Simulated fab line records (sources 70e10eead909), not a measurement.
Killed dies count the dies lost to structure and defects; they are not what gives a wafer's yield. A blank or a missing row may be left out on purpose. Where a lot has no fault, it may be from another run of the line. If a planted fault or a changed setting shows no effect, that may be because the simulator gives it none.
Which tool did it? | flow nand harc | 7 lots with 21 wafers sampled at 5 steps, on a route of 1302 steps

WHAT THE GAUGES SHOWED, per wafer
NHARC_END_SORT_01.
lot  | measured     | on        | killed at array
L776 | day 25 04:52 | prober-02 | 59 66 64
L777 | day 25 13:38 | prober-02 | 30 20 21
L782 | day 28 01:53 | prober-01 | 23 29 22
L788 | day 30 08:26 | prober-02 | 131 125 139
L792 | day 32 00:08 | prober-01 | 42 34 30
L796 | day 33 06:16 | prober-01 | 83 75 57
L797 | day 34 19:23 | prober-01 | 43 44 45

WHAT TOOL EACH LOT RAN ON (gives the tool, then ch and the chambers of the sampled wafers, and finally the start)
lot  | NHARC_A_CONTACT_ETCH_122             | NHARC_THIN_TSV_DEGAS_49      | NHARC_THIN_TSV_PRE_CLEAN_50             | NHARC_THIN_TSV_PVD_19
L776 | har cap etch-03 ch 0,1, day 22 09:05 | pvd sputter-03, day 24 17:57 | pvd sputter-03, day 25 04:52 or earlier | pvd sputter-03, day 25 04:52 or earlier
L777 | har cap etch-01 ch 0,1, day 22 19:30 | pvd sputter-03, day 25 00:47 | pvd sputter-03, day 25 13:38 or earlier | pvd sputter-03, day 25 13:38 or earlier
L782 | har cap etch-03 ch 0,1, day 25 06:03 | pvd sputter-03, day 27 12:38 | pvd sputter-03, day 28 01:53 or earlier | pvd sputter-03, day 28 01:53 or earlier
L788 | har cap etch-03 ch 1, day 27 10:05   | pvd sputter-03, day 29 17:01 | pvd sputter-03, day 30 08:26 or earlier | pvd sputter-03, day 30 08:26 or earlier
L792 | har cap etch-01 ch 0,1, day 29 04:55 | pvd sputter-01, day 31 11:58 | pvd sputter-01, day 32 00:08 or earlier | pvd sputter-01, day 32 00:08 or earlier
L796 | har cap etch-01 ch 0,1, day 30 05:08 | pvd sputter-02, day 32 15:39 | pvd sputter-02, day 33 06:16 or earlier | pvd sputter-02, day 33 06:16 or earlier
L797 | har cap etch-03 ch 0,1, day 31 20:23 | pvd sputter-02, day 34 05:33 | pvd sputter-02, day 34 19:23 or earlier | pvd sputter-02, day 34 19:23 or earlier
- NHARC_A_CONTACT_ETCH_122: etches the open film in C4F8/O2/Ar, time 190 s, target depth 1850 nm.
- NHARC_THIN_TSV_DEGAS_49: time 120 s.
- NHARC_THIN_TSV_PRE_CLEAN_50: time 30 s.
- NHARC_THIN_TSV_PVD_19: deposits TaN, target thk 20 nm.

THE ANSWER, worked out from the rows above alone
Rule: the usual values come from the lots themselves. Put in order of their means at a reading, lots are off if they are a third of the lots or fewer, leave a main group of 4 or more, and stand apart from it by a gap of 3 or more times the standard deviation of the main group's means; of several such gaps the widest counts. A main group whose means are all the same, to the digits that the tables above print for the reading, isn't used. A lot without any number at a reading at which 4 lots or more have one is off too. Any other lot the step has rows for is counted as sound.
Off at NHARC_END_SORT_01 (killed at array): L788. The main group has a mean of 44 with a standard deviation of 18.
A tool fits if, at a process step before that reading, it ran every lot that is off, and no sound lot after the first of them. Gauges at NHARC_END_SORT_01: tried the same way as those tools. With no start given for some of its lots, NHARC_THIN_TSV_PRE_CLEAN_50 uses the hours and lot order of NHARC_END_SORT_01. With no start given for some of its lots, NHARC_THIN_TSV_PVD_19 uses the hours and lot order of NHARC_END_SORT_01. 2 tools fit, pvd sputter-03 at NHARC_THIN_TSV_DEGAS_49 and NHARC_THIN_TSV_PRE_CLEAN_50 and NHARC_THIN_TSV_PVD_19 and prober-02 at NHARC_END_SORT_01, so this cannot tell which one it is.

WHAT HAD BEEN PUT IN BY THE SIMULATOR
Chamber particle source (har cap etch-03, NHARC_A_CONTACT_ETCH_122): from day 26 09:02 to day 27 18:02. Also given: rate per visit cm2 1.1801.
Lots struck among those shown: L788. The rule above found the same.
